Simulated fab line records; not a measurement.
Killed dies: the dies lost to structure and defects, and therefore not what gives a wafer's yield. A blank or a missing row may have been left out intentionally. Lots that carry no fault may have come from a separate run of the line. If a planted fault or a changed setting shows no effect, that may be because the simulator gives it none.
fab line records || flow n5-finfet
[record] {"lots": 12, "wafers": 28, "last-day": 17}
route steps=1938 shown BEOL_M11@1587 BEOL_M12@1608 PASSIVATION@1936
lots that met no fault: taken from a fault-free run of the same line
start-h: start of the lot's first displayed wafer, in hours after the record's first day || wait-h: hours elapsed since this lot's preceding step || " the same as in the row above || L1.1+2: a single row standing in for several wafers || - no value present, or no start provided || * or withheld: withheld || < > ~ a bound
route shown NAME@n: a module of which the file shows steps, and the number in the route of the first || usual: the fault-free wafers' mean and standard deviation || same: alike in all rows || chamber/n: place in a boat || sites: readings site by site || _std_site: the values' standard deviation || _edge_site: outer sites' mean less inner sites' || radius-mm: how far each site lies from the wafer's centre || mask NAME#n: copy n || behind: the most recent tool/chamber to have shaped the wafer || hold: why the lot was held/for how many hours/how that ended || device: names the non-switching transistor (n, p or np) || end of line: tests of these same wafers at the route's end || step lacking rows: just its recipe || killed: not the wafer's yield, but the dies lost to structure and defects at the first sort || map: a wafer's dies, x killed, . not, _ none there
set.NAME: the setting as run; set.NAME@STEP: as run at that earlier step || model.NAME: the simulator's own value behind a step, which no gauge read
a sample of lots followed through the steps of the route, with each step as a table and each wafer as a row
services: from which hour (start-h, from the record's first day; less than 0 if before it) a tool's chamber was out of use, for how many hours, and why
[[steps]]
[step N5_BEOL_M11_CURE_72]
[recipe] {"temp-c": 370, "time-s": 120, "ambient": "DMADMS/He", "material": "SiCOH_lowk"}
[usual] {"lamp-power-pct": "52.31/0.055", "wafer_temp_C_max": "371.6/0.81"}
{"lot.wafer": "L798.4", "tool": "uv-cure-02", "chamber": 2, "start-h": 230.90, "wait-h": 0.2, "lamp-power-pct": 52.39, "wafer_temp_C_max": 370.9}
{"lot.wafer": "L798.5", "tool": "uv-cure-02", "chamber": 2, "start-h": 230.90, "wait-h": 0.2, "lamp-power-pct": 52.38, "wafer_temp_C_max": 371.7}
{"lot.wafer": "L798.6", "tool": "uv-cure-02", "chamber": 2, "start-h": 230.90, "wait-h": 0.2, "lamp-power-pct": 52.22, "wafer_temp_C_max": 371.4}
{"lot.wafer": "L801.2", "tool": "uv-cure-02", "chamber": 0, "start-h": 245.96, "wait-h": 0.1, "lamp-power-pct": 52.25, "wafer_temp_C_max": 372.4}
{"lot.wafer": "L801.3", "tool": "uv-cure-02", "chamber": 0, "start-h": 245.96, "wait-h": 0.1, "lamp-power-pct": 52.28, "wafer_temp_C_max": 372.7}
{"lot.wafer": "L800.3", "tool": "uv-cure-01", "chamber": 0, "start-h": 248.43, "wait-h": 0.2, "lamp-power-pct": 52.31, "wafer_temp_C_max": 371.4}
{"lot.wafer": "L800.6", "tool": "uv-cure-01", "chamber": 0, "start-h": 248.43, "wait-h": 0.2, "lamp-power-pct": 52.36, "wafer_temp_C_max": 371.0}
{"lot.wafer": "L803.3", "tool": "uv-cure-02", "chamber": 2, "start-h": 251.46, "wait-h": 0.1, "lamp-power-pct": 52.30, "wafer_temp_C_max": 371.6}
{"lot.wafer": "L803.5", "tool": "uv-cure-02", "chamber": 2, "start-h": 251.46, "wait-h": 0.1, "lamp-power-pct": 52.37, "wafer_temp_C_max": 371.0}
{"lot.wafer": "L802.1", "tool": "uv-cure-01", "chamber": 0, "start-h": 254.60, "wait-h": 0.0, "lamp-power-pct": 52.29, "wafer_temp_C_max": 371.8}
{"lot.wafer": "L802.2", "tool": "uv-cure-01", "chamber": 0, "start-h": 254.60, "wait-h": 0.0, "lamp-power-pct": 52.37, "wafer_temp_C_max": 371.4}
{"lot.wafer": "L806.4", "tool": "uv-cure-01", "chamber": 1, "start-h": 275.19, "wait-h": 0.2, "lamp-power-pct": 52.17, "wafer_temp_C_max": 373.2}
{"lot.wafer": "L806.5", "tool": "uv-cure-01", "chamber": 1, "start-h": 275.19, "wait-h": 0.2, "lamp-power-pct": 52.33, "wafer_temp_C_max": 372.9}
{"lot.wafer": "L808.2", "tool": "uv-cure-02", "chamber": 2, "start-h": 280.63, "wait-h": 0.1, "lamp-power-pct": 52.38, "wafer_temp_C_max": 371.7}
{"lot.wafer": "L808.5", "tool": "uv-cure-02", "chamber": 2, "start-h": 280.63, "wait-h": 0.1, "lamp-power-pct": 52.25, "wafer_temp_C_max": 371.5}
{"lot.wafer": "L810.3", "tool": "uv-cure-03", "chamber": 0, "start-h": 306.12, "wait-h": 0.2, "lamp-power-pct": 52.32, "wafer_temp_C_max": 370.9}
{"lot.wafer": "L810.5", "tool": "uv-cure-03", "chamber": 0, "start-h": 306.12, "wait-h": 0.2, "lamp-power-pct": 52.44, "wafer_temp_C_max": 371.0}
{"lot.wafer": "L810.6", "tool": "uv-cure-03", "chamber": 0, "start-h": 306.12, "wait-h": 0.2, "lamp-power-pct": 52.32, "wafer_temp_C_max": 370.9}
{"lot.wafer": "L811.1", "tool": "uv-cure-01", "chamber": 0, "start-h": 313.25, "wait-h": 0.0, "lamp-power-pct": 52.31, "wafer_temp_C_max": 370.7}
{"lot.wafer": "L811.5", "tool": "uv-cure-01", "chamber": 0, "start-h": 313.25, "wait-h": 0.0, "lamp-power-pct": 52.26, "wafer_temp_C_max": 370.8}
{"lot.wafer": "L816.2", "tool": "uv-cure-03", "chamber": 0, "start-h": 334.42, "wait-h": 0.1, "lamp-power-pct": 52.36, "wafer_temp_C_max": 371.0}
{"lot.wafer": "L816.3", "tool": "uv-cure-03", "chamber": 0, "start-h": 334.42, "wait-h": 0.1, "lamp-power-pct": 52.33, "wafer_temp_C_max": 370.9}
{"lot.wafer": "L816.4", "tool": "uv-cure-03", "chamber": 0, "start-h": 334.42, "wait-h": 0.1, "lamp-power-pct": 52.35, "wafer_temp_C_max": 370.8}
{"lot.wafer": "L815.1", "tool": "uv-cure-03", "chamber": 2, "start-h": 337.26, "wait-h": 0.0, "lamp-power-pct": 52.44, "wafer_temp_C_max": 371.7}
{"lot.wafer": "L815.2", "tool": "uv-cure-03", "chamber": 2, "start-h": 337.26, "wait-h": 0.0, "lamp-power-pct": 52.42, "wafer_temp_C_max": 372.4}
{"lot.wafer": "L820.2", "tool": "uv-cure-01", "chamber": 2, "start-h": 368.95, "wait-h": 0.3, "lamp-power-pct": 52.29, "wafer_temp_C_max": 371.3}
{"lot.wafer": "L820.4", "tool": "uv-cure-01", "chamber": 2, "start-h": 368.95, "wait-h": 0.3, "lamp-power-pct": 52.35, "wafer_temp_C_max": 371.7}
{"lot.wafer": "L820.6", "tool": "uv-cure-01", "chamber": 2, "start-h": 368.95, "wait-h": 0.3, "lamp-power-pct": 52.32, "wafer_temp_C_max": 371.6}
[step N5_BEOL_M11_SPUTTER_48]
[recipe] {"material": "Cu", "target-thk-a": 120, "temp-c": -20, "bias-v": 60, "power-w": 26000, "chamber-pressure-pa": 0.13, "time-s": 2}
[usual] {"chuck-gas-flow-sccm": "1.26/0.054", "throttle-valve-pct": "29.6/0.97"}
{"lot.wafer": "L798.4", "tool": "pvd-sputter-01", "chamber": "-", "start-h": 232.48, "wait-h": 0.1, "chuck-gas-flow-sccm": 1.31, "throttle-valve-pct": 29.5}
{"lot.wafer": "L798.5", "tool": "pvd-sputter-01", "chamber": "-", "start-h": 232.48, "wait-h": 0.1, "chuck-gas-flow-sccm": 1.28, "throttle-valve-pct": 28.7}
{"lot.wafer": "L798.6", "tool": "pvd-sputter-01", "chamber": "-", "start-h": 232.48, "wait-h": 0.1, "chuck-gas-flow-sccm": 1.17, "throttle-valve-pct": 29.0}
{"lot.wafer": "L801.2", "tool": "pvd-sputter-03", "chamber": "-", "start-h": 246.92, "wait-h": 0.1, "chuck-gas-flow-sccm": 1.22, "throttle-valve-pct": 28.6}
{"lot.wafer": "L801.3", "tool": "pvd-sputter-03", "chamber": "-", "start-h": 246.92, "wait-h": 0.1, "chuck-gas-flow-sccm": 1.28, "throttle-valve-pct": 30.3}
{"lot.wafer": "L800.3", "tool": "pvd-sputter-02", "chamber": "-", "start-h": 250.33, "wait-h": 0.1, "chuck-gas-flow-sccm": 1.24, "throttle-valve-pct": 30.4}
{"lot.wafer": "L800.6", "tool": "pvd-sputter-02", "chamber": "-", "start-h": 250.33, "wait-h": 0.1, "chuck-gas-flow-sccm": 1.26, "throttle-valve-pct": 30.2}
{"lot.wafer": "L803.3", "tool": "pvd-sputter-03", "chamber": "-", "start-h": 254.33, "wait-h": 0.3, "chuck-gas-flow-sccm": 1.25, "throttle-valve-pct": 28.7}
{"lot.wafer": "L803.5", "tool": "pvd-sputter-03", "chamber": "-", "start-h": 254.33, "wait-h": 0.3, "chuck-gas-flow-sccm": 1.29, "throttle-valve-pct": 30.5}
{"lot.wafer": "L802.1", "tool": "pvd-sputter-01", "chamber": "-", "start-h": 256.78, "wait-h": 0.1, "chuck-gas-flow-sccm": 1.38, "throttle-valve-pct": 29.0}
{"lot.wafer": "L802.2", "tool": "pvd-sputter-01", "chamber": "-", "start-h": 256.78, "wait-h": 0.1, "chuck-gas-flow-sccm": 1.24, "throttle-valve-pct": 28.3}
{"lot.wafer": "L806.4", "tool": "pvd-sputter-03", "chamber": "-", "start-h": 276.38, "wait-h": 0.0, "chuck-gas-flow-sccm": 1.24, "throttle-valve-pct": 30.2}
{"lot.wafer": "L806.5", "tool": "pvd-sputter-03", "chamber": "-", "start-h": 276.38, "wait-h": 0.0, "chuck-gas-flow-sccm": 1.30, "throttle-valve-pct": 30.3}
{"lot.wafer": "L808.2", "tool": "pvd-sputter-03", "chamber": "-", "start-h": 282.43, "wait-h": 0.1, "chuck-gas-flow-sccm": 1.25, "throttle-valve-pct": 28.8}
{"lot.wafer": "L808.5", "tool": "pvd-sputter-03", "chamber": "-", "start-h": 282.43, "wait-h": 0.1, "chuck-gas-flow-sccm": 1.29, "throttle-valve-pct": 30.6}
{"lot.wafer": "L810.3", "tool": "pvd-sputter-03", "chamber": "-", "start-h": 307.24, "wait-h": 0.1, "chuck-gas-flow-sccm": 1.17, "throttle-valve-pct": 28.6}
{"lot.wafer": "L810.5", "tool": "pvd-sputter-03", "chamber": "-", "start-h": 307.24, "wait-h": 0.1, "chuck-gas-flow-sccm": 1.22, "throttle-valve-pct": 28.8}
{"lot.wafer": "L810.6", "tool": "pvd-sputter-03", "chamber": "-", "start-h": 307.24, "wait-h": 0.1, "chuck-gas-flow-sccm": 1.30, "throttle-valve-pct": 30.0}
{"lot.wafer": "L811.1", "tool": "pvd-sputter-01", "chamber": "-", "start-h": 314.75, "wait-h": 0.1, "chuck-gas-flow-sccm": 1.24, "throttle-valve-pct": 29.3}
{"lot.wafer": "L811.5", "tool": "pvd-sputter-01", "chamber": "-", "start-h": 314.75, "wait-h": 0.1, "chuck-gas-flow-sccm": 1.17, "throttle-valve-pct": 28.3}
{"lot.wafer": "L816.2", "tool": "pvd-sputter-02", "chamber": "-", "start-h": 335.64, "wait-h": 0.1, "chuck-gas-flow-sccm": 1.20, "throttle-valve-pct": 30.1}
{"lot.wafer": "L816.3", "tool": "pvd-sputter-02", "chamber": "-", "start-h": 335.64, "wait-h": 0.1, "chuck-gas-flow-sccm": 1.24, "throttle-valve-pct": 30.7}
{"lot.wafer": "L816.4", "tool": "pvd-sputter-02", "chamber": "-", "start-h": 335.64, "wait-h": 0.1, "chuck-gas-flow-sccm": 1.37, "throttle-valve-pct": 30.2}
{"lot.wafer": "L815.1", "tool": "pvd-sputter-02", "chamber": "-", "start-h": 338.68, "wait-h": 0.1, "chuck-gas-flow-sccm": 1.23, "throttle-valve-pct": 30.2}
{"lot.wafer": "L815.2", "tool": "pvd-sputter-02", "chamber": "-", "start-h": 338.68, "wait-h": 0.1, "chuck-gas-flow-sccm": 1.23, "throttle-valve-pct": 30.1}
{"lot.wafer": "L820.2", "tool": "pvd-sputter-03", "chamber": "-", "start-h": 371.24, "wait-h": 1.3, "chuck-gas-flow-sccm": 1.32, "throttle-valve-pct": 28.8}
{"lot.wafer": "L820.4", "tool": "pvd-sputter-03", "chamber": "-", "start-h": 371.24, "wait-h": 1.3, "chuck-gas-flow-sccm": 1.28, "throttle-valve-pct": 30.2}
{"lot.wafer": "L820.6", "tool": "pvd-sputter-03", "chamber": "-", "start-h": 371.24, "wait-h": 1.3, "chuck-gas-flow-sccm": 1.36, "throttle-valve-pct": 28.6}
[step N5_BEOL_M12_EXPOSE_07]
[recipe] {"mask-id": "V11", "na": 0.93, "source-shape": "conventional", "sigma-outer": 0.6, "polarization": "unpolarized", "attpsm-phase-deg": 180, "dose-mj": 32.5}
[usual] {"exposure-dose-mJ-cm2": "32.48/0.037"}
{"lot.wafer": "L798.4", "tool": "krf-scanner-02", "chamber": 0, "start-h": 233.77, "wait-h": "-", "mask": "V11#0", "exposure-dose-mJ-cm2": 32.42}
{"lot.wafer": "L798.5", "tool": "krf-scanner-02", "chamber": 0, "start-h": 233.77, "wait-h": "-", "mask": "V11#0", "exposure-dose-mJ-cm2": 32.49}
{"lot.wafer": "L798.6", "tool": "krf-scanner-02", "chamber": 0, "start-h": 233.77, "wait-h": "-", "mask": "V11#0", "exposure-dose-mJ-cm2": 32.48}
{"lot.wafer": "L801.2", "tool": "krf-scanner-01", "chamber": 0, "start-h": 248.37, "wait-h": "-", "mask": "V11#0", "exposure-dose-mJ-cm2": 32.46}
{"lot.wafer": "L801.3", "tool": "krf-scanner-01", "chamber": 0, "start-h": 248.37, "wait-h": "-", "mask": "V11#0", "exposure-dose-mJ-cm2": 32.43}
{"lot.wafer": "L800.3", "tool": "krf-scanner-01", "chamber": 0, "start-h": 251.67, "wait-h": "-", "mask": "V11#0", "exposure-dose-mJ-cm2": 32.50}
{"lot.wafer": "L800.6", "tool": "krf-scanner-01", "chamber": 0, "start-h": 251.67, "wait-h": "-", "mask": "V11#0", "exposure-dose-mJ-cm2": 32.45}
{"lot.wafer": "L803.3", "tool": "krf-scanner-02", "chamber": 0, "start-h": 255.97, "wait-h": "-", "mask": "V11#0", "exposure-dose-mJ-cm2": 32.47}
{"lot.wafer": "L803.5", "tool": "krf-scanner-02", "chamber": 0, "start-h": 255.97, "wait-h": "-", "mask": "V11#0", "exposure-dose-mJ-cm2": 32.42}
{"lot.wafer": "L802.1", "tool": "krf-scanner-01", "chamber": 0, "start-h": 258.53, "wait-h": "-", "mask": "V11#0", "exposure-dose-mJ-cm2": 32.49}
{"lot.wafer": "L802.2", "tool": "krf-scanner-01", "chamber": 0, "start-h": 258.53, "wait-h": "-", "mask": "V11#0", "exposure-dose-mJ-cm2": 32.49}
{"lot.wafer": "L806.4", "tool": "krf-scanner-01", "chamber": 0, "start-h": 277.79, "wait-h": "-", "mask": "V11#0", "exposure-dose-mJ-cm2": 32.50}
{"lot.wafer": "L806.5", "tool": "krf-scanner-01", "chamber": 0, "start-h": 277.79, "wait-h": "-", "mask": "V11#0", "exposure-dose-mJ-cm2": 32.48}
{"lot.wafer": "L808.2", "tool": "krf-scanner-02", "chamber": 0, "start-h": 283.95, "wait-h": "-", "mask": "V11#0", "exposure-dose-mJ-cm2": 31.16}
{"lot.wafer": "L808.5", "tool": "krf-scanner-02", "chamber": 0, "start-h": 283.95, "wait-h": "-", "mask": "V11#0", "exposure-dose-mJ-cm2": 31.17}
{"lot.wafer": "L810.3", "tool": "krf-scanner-02", "chamber": 0, "start-h": 308.84, "wait-h": "-", "mask": "V11#0", "exposure-dose-mJ-cm2": 31.33}
{"lot.wafer": "L810.5", "tool": "krf-scanner-02", "chamber": 0, "start-h": 308.84, "wait-h": "-", "mask": "V11#0", "exposure-dose-mJ-cm2": 31.35}
{"lot.wafer": "L810.6", "tool": "krf-scanner-02", "chamber": 0, "start-h": 308.84, "wait-h": "-", "mask": "V11#0", "exposure-dose-mJ-cm2": 31.33}
{"lot.wafer": "L811.1", "tool": "krf-scanner-01", "chamber": 0, "start-h": 316.18, "wait-h": "-", "mask": "V11#0", "exposure-dose-mJ-cm2": 32.48}
{"lot.wafer": "L811.5", "tool": "krf-scanner-01", "chamber": 0, "start-h": 316.18, "wait-h": "-", "mask": "V11#0", "exposure-dose-mJ-cm2": 32.51}
{"lot.wafer": "L816.2", "tool": "krf-scanner-01", "chamber": 0, "start-h": 337.22, "wait-h": "-", "mask": "V11#0", "exposure-dose-mJ-cm2": 32.53}
{"lot.wafer": "L816.3", "tool": "krf-scanner-01", "chamber": 0, "start-h": 337.22, "wait-h": "-", "mask": "V11#0", "exposure-dose-mJ-cm2": 32.50}
{"lot.wafer": "L816.4", "tool": "krf-scanner-01", "chamber": 0, "start-h": 337.22, "wait-h": "-", "mask": "V11#0", "exposure-dose-mJ-cm2": 32.56}
{"lot.wafer": "L815.1", "tool": "krf-scanner-01", "chamber": 0, "start-h": 339.95, "wait-h": "-", "mask": "V11#0", "exposure-dose-mJ-cm2": 32.44}
{"lot.wafer": "L815.2", "tool": "krf-scanner-01", "chamber": 0, "start-h": 339.95, "wait-h": "-", "mask": "V11#0", "exposure-dose-mJ-cm2": 32.43}
{"lot.wafer": "L820.2", "tool": "krf-scanner-01", "chamber": 0, "start-h": 372.75, "wait-h": "-", "mask": "V11#0", "exposure-dose-mJ-cm2": 32.52}
{"lot.wafer": "L820.4", "tool": "krf-scanner-01", "chamber": 0, "start-h": 372.75, "wait-h": "-", "mask": "V11#0", "exposure-dose-mJ-cm2": 32.57}
{"lot.wafer": "L820.6", "tool": "krf-scanner-01", "chamber": 0, "start-h": 372.75, "wait-h": "-", "mask": "V11#0", "exposure-dose-mJ-cm2": 32.52}
[step N5_BEOL_M12_OVL_MEAS_11]
[recipe] {"points-per-wafer": 44}
[usual] {"V11_OVL": "0/5"}
{"lot.wafer": "L798.4", "tool": "overlay-01", "chamber": 0, "start-h": 233.96, "wait-h": 0.0, "V11_OVL[nm]": -2}
{"lot.wafer": "L798.5", "tool": "overlay-01", "chamber": 0, "start-h": 233.96, "wait-h": 0.0, "V11_OVL[nm]": -3}
{"lot.wafer": "L798.6", "tool": "overlay-01", "chamber": 0, "start-h": 233.96, "wait-h": 0.0, "V11_OVL[nm]": 5}
{"lot.wafer": "L801.2", "tool": "overlay-01", "chamber": 0, "start-h": 248.57, "wait-h": 0.0, "V11_OVL[nm]": 7}
{"lot.wafer": "L801.3", "tool": "overlay-01", "chamber": 0, "start-h": 248.57, "wait-h": 0.0, "V11_OVL[nm]": -2}
{"lot.wafer": "L800.3", "tool": "overlay-01", "chamber": 0, "start-h": 251.86, "wait-h": 0.0, "V11_OVL[nm]": -3}
{"lot.wafer": "L800.6", "tool": "overlay-01", "chamber": 0, "start-h": 251.86, "wait-h": 0.0, "V11_OVL[nm]": -6}
{"lot.wafer": "L803.3", "tool": "overlay-01", "chamber": 0, "start-h": 256.16, "wait-h": 0.0, "V11_OVL[nm]": 3}
{"lot.wafer": "L803.5", "tool": "overlay-01", "chamber": 0, "start-h": 256.16, "wait-h": 0.0, "V11_OVL[nm]": -1}
{"lot.wafer": "L802.1", "tool": "overlay-02", "chamber": 0, "start-h": 258.73, "wait-h": 0.0, "V11_OVL[nm]": 2}
{"lot.wafer": "L802.2", "tool": "overlay-02", "chamber": 0, "start-h": 258.73, "wait-h": 0.0, "V11_OVL[nm]": 5}
{"lot.wafer": "L806.4", "tool": "overlay-02", "chamber": 0, "start-h": 277.98, "wait-h": 0.0, "V11_OVL[nm]": -2}
{"lot.wafer": "L806.5", "tool": "overlay-02", "chamber": 0, "start-h": 277.98, "wait-h": 0.0, "V11_OVL[nm]": -4}
{"lot.wafer": "L808.2", "tool": "overlay-01", "chamber": 0, "start-h": 284.15, "wait-h": 0.0, "V11_OVL[nm]": -1}
{"lot.wafer": "L808.5", "tool": "overlay-01", "chamber": 0, "start-h": 284.15, "wait-h": 0.0, "V11_OVL[nm]": 2}
{"lot.wafer": "L810.3", "tool": "overlay-01", "chamber": 0, "start-h": 309.03, "wait-h": 0.0, "V11_OVL[nm]": 7}
{"lot.wafer": "L810.5", "tool": "overlay-01", "chamber": 0, "start-h": 309.03, "wait-h": 0.0, "V11_OVL[nm]": 10}
{"lot.wafer": "L810.6", "tool": "overlay-01", "chamber": 0, "start-h": 309.03, "wait-h": 0.0, "V11_OVL[nm]": 6}
{"lot.wafer": "L811.1", "tool": "overlay-01", "chamber": 0, "start-h": 316.38, "wait-h": 0.0, "V11_OVL[nm]": -7}
{"lot.wafer": "L811.5", "tool": "overlay-01", "chamber": 0, "start-h": 316.38, "wait-h": 0.0, "V11_OVL[nm]": 0}
{"lot.wafer": "L816.2", "tool": "overlay-02", "chamber": 0, "start-h": 337.42, "wait-h": 0.0, "V11_OVL[nm]": 8}
{"lot.wafer": "L816.3", "tool": "overlay-02", "chamber": 0, "start-h": 337.42, "wait-h": 0.0, "V11_OVL[nm]": -3}
{"lot.wafer": "L816.4", "tool": "overlay-02", "chamber": 0, "start-h": 337.42, "wait-h": 0.0, "V11_OVL[nm]": 5}
{"lot.wafer": "L815.1", "tool": "overlay-02", "chamber": 0, "start-h": 340.15, "wait-h": 0.0, "V11_OVL[nm]": -2}
{"lot.wafer": "L815.2", "tool": "overlay-02", "chamber": 0, "start-h": 340.15, "wait-h": 0.0, "V11_OVL[nm]": 1}
{"lot.wafer": "L820.2", "tool": "overlay-02", "chamber": 0, "start-h": 372.95, "wait-h": 0.0, "V11_OVL[nm]": -3}
{"lot.wafer": "L820.4", "tool": "overlay-02", "chamber": 0, "start-h": 372.95, "wait-h": 0.0, "V11_OVL[nm]": 1}
{"lot.wafer": "L820.6", "tool": "overlay-02", "chamber": 0, "start-h": 372.95, "wait-h": 0.0, "V11_OVL[nm]": -1}
[step N5_PASSIVATION_PROBE_49]
[usual] {"defect-limited-yield": "91.2/1.4", "killed_at_M0_to_M3": "32/9.3", "killed_at_M4_up": "14/4.9", "killed-at-contacts": "15/7.5", "killed-at-front-end": "40/11", "killed-at-other": "4/3.3", "killed-dies": "104/17", "killed-open": "68/14", "killed-short": "33/7.9", "sort_bin_5_function": "5.2/0.99", "sort_bin_6_memory": "3.2/0.65", "sort_bin_8_speed": "0.03/0.19", "sort-n-pass": "1076/17", "sort-yield-pct": "91.1/1.5"}
[same] {"gross-dies": 1180, "killed-at-back-side": 0, "sort_bin_4_leakage[%]": 0}
{"lot.wafer": "L810.3", "tool": "prober-02", "chamber": "-", "start-h": 346.16, "wait-h": 0.1, "defect-limited-yield[%]": 87.8, "killed_at_M0_to_M3": 22, "killed_at_M4_up": 28, "killed-at-contacts": 14, "killed-at-front-end": 63, "killed-at-other": 17, "killed-dies": 144, "killed-open": 98, "killed-short": 30, "sort_bin_5_function[%]": 8.1, "sort_bin_6_memory[%]": 3.8, "sort_bin_8_speed[%]": 0, "sort-n-pass": 1036, "sort-yield-pct[%]": 87.8}
// killed by level:class
L810.3 STI_FIN_REVEAL:geometric-particle:open=35 BEOL_M4:geometric-particle:open=18 PASSIVATION:area-etch=15 MOL_CONTACT_COAG:geometric-particle:open=12 BEOL_M2:geometric-particle:open=7 GATE_CUT:geometric-particle:short=6 GATE_CUT:geometric-particle:open=5 BEOL_M1:geometric-particle:open=5
[[services]]
{"tool": "uv-cure-02", "chamber": "-", "start-h": 210.66, "hours": 1.3, "kind": "repair"}
{"tool": "krf-scanner-02", "chamber": "-", "start-h": 224.87, "hours": 1.0, "kind": "pm"}
{"tool": "krf-scanner-01", "chamber": 0, "start-h": 227.90, "hours": "-", "kind": "calibration"}
{"tool": "uv-cure-02", "chamber": "-", "start-h": 231.90, "hours": 7.9, "kind": "repair"}
{"tool": "krf-scanner-02", "chamber": 0, "start-h": 256.86, "hours": "-", "kind": "calibration"}
{"tool": "krf-scanner-02", "chamber": "-", "start-h": 264.25, "hours": 4.3, "kind": "repair"}
{"tool": "krf-scanner-02", "chamber": "-", "start-h": 275.71, "hours": 3.6, "kind": "pm"}
{"tool": "krf-scanner-01", "chamber": "-", "start-h": 279.27, "hours": 1.0, "kind": "pm"}
{"tool": "uv-cure-01", "chamber": "-", "start-h": 282.84, "hours": 0.8, "kind": "repair"}
{"tool": "krf-scanner-01", "chamber": "-", "start-h": 304.79, "hours": 0.8, "kind": "pm"}
{"tool": "krf-scanner-02", "chamber": "-", "start-h": 318.57, "hours": 1.3, "kind": "pm"}
{"tool": "uv-cure-01", "chamber": "-", "start-h": 319.23, "hours": 1.0, "kind": "pm"}
{"tool": "krf-scanner-01", "chamber": "-", "start-h": 321.94, "hours": 0.2, "kind": "repair"}
{"tool": "uv-cure-01", "chamber": "-", "start-h": 328.05, "hours": 7.5, "kind": "pm"}
{"tool": "krf-scanner-02", "chamber": "-", "start-h": 338.63, "hours": 0.8, "kind": "pm"}
{"tool": "krf-scanner-01", "chamber": "-", "start-h": 341.42, "hours": 1.3, "kind": "pm"}
{"tool": "krf-scanner-01", "chamber": "-", "start-h": 344.40, "hours": 1.6, "kind": "repair"}
{"tool": "krf-scanner-01", "chamber": "-", "start-h": 351.44, "hours": 1.0, "kind": "repair"}
{"tool": "uv-cure-03", "chamber": "-", "start-h": 352.77, "hours": 1.0, "kind": "pm"}
{"tool": "krf-scanner-01", "chamber": "-", "start-h": 355.52, "hours": 3.6, "kind": "pm"}
{"tool": "uv-cure-02", "chamber": "-", "start-h": 362.02, "hours": 1.0, "kind": "pm"}
{"tool": "uv-cure-02", "chamber": "-", "start-h": 368.17, "hours": 2.8, "kind": "pm"}
[[key]]
[first-sign] {"step": "N5_BEOL_M12_EXPOSE_07", "reading": "exposure-dose-mJ-cm2", "direction": "down", "sigmas": 33, "usual": 32.48, "struck": 31.27}
effect none on later readings
met-at N5_BEOL_M12_EXPOSE_07
struck-lots L808,L810
[loop-trim] {"step": "N5_BEOL_M12_EXPOSE_07", "setting": "dose", "lots": "L810"}
[baseline-loss] {"step": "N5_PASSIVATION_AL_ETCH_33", "wafers": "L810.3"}
not-acting-at N5_BEOL_M11_CURE_72,N5_BEOL_M11_SPUTTER_48,N5_BEOL_M12_OVL_MEAS_11
onset-between 255.97 283.95
[fault] {"kind": "process-parameter-drift", "tool": "krf-scanner-02", "chamber": "-", "onset-h": 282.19, "steps": "N5_BEOL_M12_EXPOSE_07", "channel": "dose-mj", "offset": -1.3279, "shape": "step", "acts-in": "these-recipes-only", "stated": 32.5}
// loop-trim: a control loop set the setting to another value than it would have without faults
// baseline-loss: these wafers lose ten dies or more at that step, a loss of the line's own and not of a fault; the sort's usual values leave them out
